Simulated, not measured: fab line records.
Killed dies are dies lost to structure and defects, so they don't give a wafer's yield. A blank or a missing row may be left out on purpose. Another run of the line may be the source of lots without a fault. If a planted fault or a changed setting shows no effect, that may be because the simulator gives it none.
Chamber matching | flow n5-finfet | rie-diel-02 running N5_BEOL_M13_VIA_ETCH_16: 4 sister chambers
The step etches SiOC in C4F8/O2/Ar, target depth 921.7 nm. 8 wafers are shown with their chamber, then 10 later ones without.

== WAFERS WITH THEIR CHAMBER ==
wafer  | chamber | drypump-motor-current-A (A) | showerhead-plenum-p-Torr (Torr)
L086.5 | 0       | 5.45                        | 3.33
L089.5 | 1       | 5.97                        | 3.57
L089.6 | 0       | 5.47                        | 3.32
L088.1 | 2       | 5.92                        | 3.41
L088.3 | 3       | 6.13                        | 3.35
L088.6 | 3       | 6.13                        | 3.35
L091.4 | 1       | 5.99                        | 3.57
L091.5 | 2       | 5.98                        | 3.41

== WAFERS MISSING THEIR CHAMBER ==
wafer  | drypump-motor-current-A (A) | showerhead-plenum-p-Torr (Torr)
L091.6 | 5.99                        | 3.57
L092.2 | 5.97                        | 3.56
L092.3 | 6.15                        | 3.35
L092.5 | 5.49                        | 3.32
L093.3 | 6.14                        | 3.35
L093.5 | 5.48                        | 3.32
L093.6 | 6.16                        | 3.35
L095.3 | 6.15                        | 3.34
L095.4 | 5.98                        | 3.56
L095.5 | 5.99                        | 3.56

== THE CHAMBER EACH PASSED THROUGH ==
wafer  | from the rows above | in truth
L091.6 | 1                   | 1
L092.2 | 1                   | 1
L092.3 | 3                   | 3
L092.5 | 0                   | 0
L093.3 | 3                   | 3
L093.5 | 0                   | 0
L093.6 | 3                   | 3
L095.3 | 3                   | 3
L095.4 | 1                   | 1
L095.5 | 1                   | 1
Correctly placed: 10 of 10. From these rows, 0 cannot be placed. Wrongly placed: 0.
How it was worked out, from the rows above alone: a wafer's distance from a chamber is the root of the sum, over the readings, of the square of ((its reading less the chamber's mean) divided by the reading's scatter). The wafer belongs to the nearest chamber; if the next one is less than 2 further off, it can't be placed. Each chamber's mean is taken over the wafers shown for it. The scatter is the square root of a quotient: the sum, over the shown wafers, of each reading's squared deviation from its chamber's mean, divided by wafers minus chambers.
